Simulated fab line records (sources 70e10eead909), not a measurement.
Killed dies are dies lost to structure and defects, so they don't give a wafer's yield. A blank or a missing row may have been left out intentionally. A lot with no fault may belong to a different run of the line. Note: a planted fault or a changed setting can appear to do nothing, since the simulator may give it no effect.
Struck lot and sound lot, side by side	flow nand_harc	40 steps out of a route of 1302
Sound: wafers L637.2, L637.3, L637.6. Struck: wafer L645.5. (L645.1, L645.4 of the same lot were not struck and are left out.) The cause comes at the end.
Per side, at each step with rows, come the tool, then ch with its chambers, and then its first start. Under that, the readings that differ: sound wafers	struck wafers	difference of the means	sigmas: that difference in standard deviations of wafers without a fault.
alike: readings with means less than 2 such deviations apart, plus words and numbers identical on both sides. not compared: withheld readings, readings lacking a value on some wafer, bounds such as >300 that could conceal the same value, and numbers that have no deviation in the record and whose values overlap.
The two part at a step that has a row with sigmas, a row that says differs or no value, or rows on one side only. Numbers that don't overlap but have no deviation are shown without sigmas and don't part them. Lack of a reading on every wafer of one side parts them only where that side has two or more wafers.

first, 1 step without rows for these wafers: NHARC_A_BLC_STRIP_29 (strips in CF4).
NHARC_A_BLC_STRIP_21: strips in O2.
  sound on rie_diel-10 ch 0,2,3, day 23 09:02; struck on rie_diel-03 ch 1, day 27 01:04
reading	sound	struck	difference	sigmas
oes_product_au (a.u.)	1.011 1.001 1.014	0.991	-0.018	-2
  alike: drypump_motor_current_A, rf_vpp_V, showerhead_plenum_p_Torr, throttle_valve_pct
  not compared: rf_hours_counter_h
then, 8 steps without rows for these wafers: NHARC_A_BLC_STRIP_22 (strips in post etch residue remover, time 600 s); NHARC_A_BLC_DEGAS_30 (time 60 s); NHARC_A_BLC_PRE_CLEAN_31 (time 15 s); NHARC_A_BLC_PVD_32 (deposits Ti, target thk 5 nm, time 17.7 s); NHARC_A_BLC_ALD_23 (deposits TiN, target thk 3 nm, pulse time 1 s, ald cycles 150); NHARC_A_BLC_CVD_24 (deposits W, target thk 150 nm, time 434 s); NHARC_A_BLC_CMP_25 (polishes, t overpolish 30 s, target thk 150 nm); NHARC_A_BLC_SRD_27.
NHARC_A_BLC_INSPECT_28:
  sound: defect_inspect-02 at day 23 10:56; struck: defect_inspect-01 at day 27 02:53
  alike: raw_defect_count
NHARC_A_M0_DEP_00: deposits SiOC, target thk 150 nm.
  sound on pecvd-01 ch 0,1,2, day 23 11:01; struck on pecvd-03 ch 0,1,2, day 27 02:56
then, 9 steps without rows for these wafers: NHARC_A_M0_DEHYDRATE_01 (time 120 s); NHARC_A_M0_HMDS_02 (time 30 s); NHARC_A_M0_COAT_33 (time 65 s); NHARC_A_M0_COAT_03 (resist thk 90 nm); NHARC_A_M0_SOFTBAKE_04 (time 55 s); NHARC_A_M0_EBR_05; NHARC_A_M0_EXPOSE_06 (exposes mask A M0, target cd 80 nm); NHARC_A_M0_PEB_07 (peb time 65 s); NHARC_A_M0_DEVELOP_08 (develop time 35 s).
NHARC_A_M0_CD_MEAS_09: the cd target is 80 nm.
  sound on cd_sem-02 ch 0, day 23 11:50; struck on cd_sem-01 ch 0, day 27 03:40
  alike: cd_nm
NHARC_A_M0_OVL_MEAS_10: pitch 160 nm.
  sound: overlay-01 at day 23 11:56; struck: overlay-01 at day 27 03:44
  alike: overlay_x_nm, overlay_y_nm
NHARC_A_M0_INSPECT_11:
  sound: defect_inspect-01 at day 23 11:58; struck: defect_inspect-01 at day 27 03:47
  alike: raw_defect_count
then, 3 steps without rows for these wafers: NHARC_A_M0_DESCUM_14 (chemistry O2, time 3 s); NHARC_A_M0_ETCH_34 (etches the open film in N2/H2, target depth 40 nm, overetch 12 nm, time 43.94 s); NHARC_A_M0_ETCH_15 (etches the open film in C4F8/Ar, target depth 150 nm, overetch 15 nm, time 82.5 s).
NHARC_A_M0_CD_MEAS_16:
  sound: cd_sem-02 at day 23 12:23; struck: cd_sem-01 at day 27 04:08
  alike: cd_nm
then, 3 steps without rows for these wafers: NHARC_A_M0_STRIP_18 (strips in N2/H2); NHARC_A_M0_STRIP_19 (strips in post etch residue remover, time 600 s); NHARC_A_M0_DEGAS_28 (time 60 s).
NHARC_A_M0_PRE_CLEAN_29: time 30 s.
  sound on pvd_sputter-01; struck on pvd_sputter-01
  alike: heater_power_w
NHARC_A_M0_PVD_20: deposits TaN, target thk 5 nm, time 8.06 s.
  sound on pvd_sputter-01; struck on pvd_sputter-01
  alike: chamber_pressure_pa, throttle_valve_pct
NHARC_A_M0_PVD_21: deposits Cu, target thk 30 nm, time 20.49 s.
  sound on pvd_sputter-01; struck on pvd_sputter-01
  alike: chamber_pressure_pa, throttle_valve_pct
then, 2 steps without rows for these wafers: NHARC_A_M0_ECD_22 (material Cu, target thk 400 nm); NHARC_A_M0_ANNEAL_30 (time 90 s).
NHARC_A_M0_CMP_23: polishes, t overpolish 20 s, target thk 113.75 nm.
  sound on cmp-04 ch 0,1,2, day 23 14:25; struck on cmp-02 ch 2, day 27 05:58
  alike: motor_current_A, time_to_endpoint_s
following that, these wafers have no rows for 1 step: NHARC_A_M0_SRD_25.
NHARC_A_M0_INSPECT_27:
  sound: defect_inspect-01 at day 23 14:52; struck: defect_inspect-01 at day 27 06:23
  alike: raw_defect_count
NHARC_END_SORT_01:
  sound on prober-02 ch 0, day 25 05:25; struck on prober-02 ch 0, day 28 22:52
reading	sound	struck	difference	sigmas
defect_limited_yield (%)	92 91 91	0	-91	-28
killed_at_array	49 59 60	672	+616	+27
killed_dies	53 63 63	677	+617	+28
  alike: killed_at_other, killed_at_periphery, killed_open, killed_short

## WHERE THEY PART
First at NHARC_A_BLC_STRIP_21; last, within this record, at NHARC_END_SORT_01.

WHY: the cause the simulator had injected
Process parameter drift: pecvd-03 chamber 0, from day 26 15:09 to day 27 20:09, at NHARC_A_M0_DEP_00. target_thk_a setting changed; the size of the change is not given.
